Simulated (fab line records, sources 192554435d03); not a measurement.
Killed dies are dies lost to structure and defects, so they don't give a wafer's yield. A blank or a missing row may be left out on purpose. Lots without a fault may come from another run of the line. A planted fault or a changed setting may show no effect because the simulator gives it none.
A struck lot beside a sound one | flow n5_finfet | 38 steps out of a route of 1938
Sound: wafers L647.1, L647.3, L647.5. Struck: wafers L653.3, L653.6. The cause comes at the end.
At each step with rows: each side's tool, then ch and its chambers, then its first start. Under that, the readings that differ: sound wafers | struck wafers | difference of the means | sigmas: that difference in standard deviations of wafers without a fault.
alike: readings whose means differ by less than 2 such deviations, and words and numbers that are the same on both sides. not compared: withheld readings, readings that some wafer has no value for, bounds like >300 that may hide the same value, and numbers for which the record gives no deviation and whose values overlap.
The two part at a step that has a row with sigmas, a row that says differs or no value, or rows on one side only. Numbers that don't overlap but have no deviation are shown without sigmas and don't part them. A reading that every wafer of one side lacks parts them only if that side has two wafers or more.

first, 9 steps without rows for these wafers: N5_BEOL_M0_ANNEAL_135 (time 60 s); N5_BEOL_M0_SPUTTER_141 (material Cu, target thk 4 nm, time 7.37 s); N5_BEOL_M0_ECD_118 (material Cu, target thk 300 nm); N5_BEOL_M0_ANNEAL_119 (time 90 s); N5_BEOL_M0_CMP_120 (polishes, stops on SiOC, t overpolish 6.9 s); N5_BEOL_M0_PRE_CLEAN_131 (time 15 s); N5_BEOL_M0_CO_CAP_123 (material Co, precursor CCTBA/H2, target thk 2 nm, time 102.1 s); N5_BEOL_M0_PRE_CLEAN_124 (time 15 s); N5_BEOL_M0_DEP_125 (deposits SiCN from 3MS/NH3, target thk 8 nm, time 14 s).
N5_BEOL_M1_ILD_DEP_00: deposits SiOC from DEMS/O2, target thk 79 nm, time 15.3 s.
  sound on pecvd-01 ch 0,2, day 9 01:11; struck on pecvd-01 ch 0, day 10 01:44
  reading                                      | sound        | struck | difference | sigmas
  model.SiOC_of_BEOL_M1_ILD_DEP_00.thk_nm (nm) | 77.8 78.6 80 | 49 48  | -30        |
  alike: heater_power_w, showerhead_plenum_p_Torr, throttle_valve_pct
N5_BEOL_M1_THK_MEAS_01:
  sound on film_metro-01, day 9 01:16; struck on film_metro-01, day 10 01:49
  reading         | sound          | struck    | difference | sigmas
  M1_ILD_THK (nm) | 77.8 78.6 80.0 | 49.0 47.9 | -30.3      | -31
then, 24 steps without rows for these wafers: N5_BEOL_M1_PECVD_72 (deposits SiO2 from TEOS/O2, target thk 16 nm, time 18 s); N5_BEOL_M1_HM_DEP_02 (deposits TiN, target thk 20 nm); N5_BEOL_M1_COAT_61 (time 60 s, resist thk 60 nm); N5_BEOL_M1_COAT_62 (time 60 s, resist thk 12 nm); N5_BEOL_M1_COAT_73 (time 60 s, resist thk 5 nm); N5_BEOL_M1_COAT_05 (resist thk 30 nm); N5_BEOL_M1_EBR_07; N5_BEOL_M1_SOFTBAKE_06 (time 60 s); N5_BEOL_M1_EXPOSE_08 (exposes mask M1); N5_BEOL_M1_PEB_09 (peb time 60 s); N5_BEOL_M1_DEVELOP_10 (develop time 30 s); N5_BEOL_M1_DESCUM_16 (chemistry O2, time 7 s); N5_BEOL_M1_ETCH_74 (etches underlayer in N2/H2, target depth 6.5 nm, time 5.2 s); N5_BEOL_M1_ETCH_63 (etches SiARC in CF4, target depth 15.6 nm, time 26 s); N5_BEOL_M1_ETCH_64 (etches SOC in N2/H2, target depth 75 nm, overetch 15 nm, time 112.5 s); N5_BEOL_M1_STRIP_65 (strips in N2/H2); N5_BEOL_M1_STRIP_75 (strips in N2/H2); N5_BEOL_M1_STRIP_66 (strips in CF4); N5_BEOL_M1_HM_OPEN_17 (chemistry Cl2/BCl3, target TiN, target depth 20 nm, overetch 6 nm); N5_BEOL_M1_STRIP_19 (strips in O2); N5_BEOL_M1_COAT_67 (time 60 s, resist thk 60 nm); N5_BEOL_M1_COAT_68 (time 60 s, resist thk 12 nm); N5_BEOL_M1_COAT_76 (time 60 s, resist thk 5 nm); N5_BEOL_M1_COAT_22 (resist thk 30 nm).
N5_BEOL_M1_CMP_52: polishes, stops on SiOC, t overpolish 6.8 s, target thk 40 nm.
  sound on cmp-01 ch 1,2, day 9 08:28; struck on cmp-02 ch 0,1, day 10 17:05
  reading                                      | sound        | struck  | difference | sigmas
  model.Cu_of_BEOL_M1_ECD_50.thk_nm (nm)       | 39.6 38 41   | 7.4 8.8 | -31.4      |
  model.SiOC_of_BEOL_M1_ILD_DEP_00.thk_nm (nm) | 76.8 77.6 79 | 48 47   | -30        |
  alike: motor_current_A, slurry_filter_dp_kPa
N5_BEOL_M4_RC_MEAS_101:
  the record has rows for the sound wafers here (prober-02 ch 0, day 11 11:54) and none for the struck ones
-- the record jumps here: 8 days lie between the struck wafers' starts before and after (it left off in module BEOL_M4 and takes up again in module PASSIVATION, whose first step shown is number 1936 of the route) --
N5_PASSIVATION_PROBE_49:
  sound on prober-02, day 15 21:19; struck on prober-02, day 18 17:27
  reading                  | sound          | struck    | difference | sigmas
  defect_limited_yield (%) | 91.1 90.6 90.6 | 0 0       | -91        | -65
  killed_at_M0_to_M3       | 39 28 42       | 1117 1106 | +1075      | +98
  killed_dies              | 105 111 111    | 1180 1180 | +1071      | +63
  killed_on_rim            | 18 18 22       | 152 152   | +133       | +35
  sort_bin_5_function (%)  | 5.4 5.0 5.7    | 10.1 6.7  | +3.0       | +3
  sort_n_pass              | 1075 1069 1069 | 0 0       | -1071      | -63
  sort_yield_pct (%)       | 91.1 90.6 90.6 | 0 0       | -91        | -65
  alike: killed_at_M4_up, killed_at_contacts, killed_at_front_end, killed_at_other, killed_open, killed_short, sort_bin_6_memory

WHERE THEY PART
First at N5_BEOL_M1_THK_MEAS_01; last, within this record, at N5_PASSIVATION_PROBE_49.

WHY: what the simulator had put in
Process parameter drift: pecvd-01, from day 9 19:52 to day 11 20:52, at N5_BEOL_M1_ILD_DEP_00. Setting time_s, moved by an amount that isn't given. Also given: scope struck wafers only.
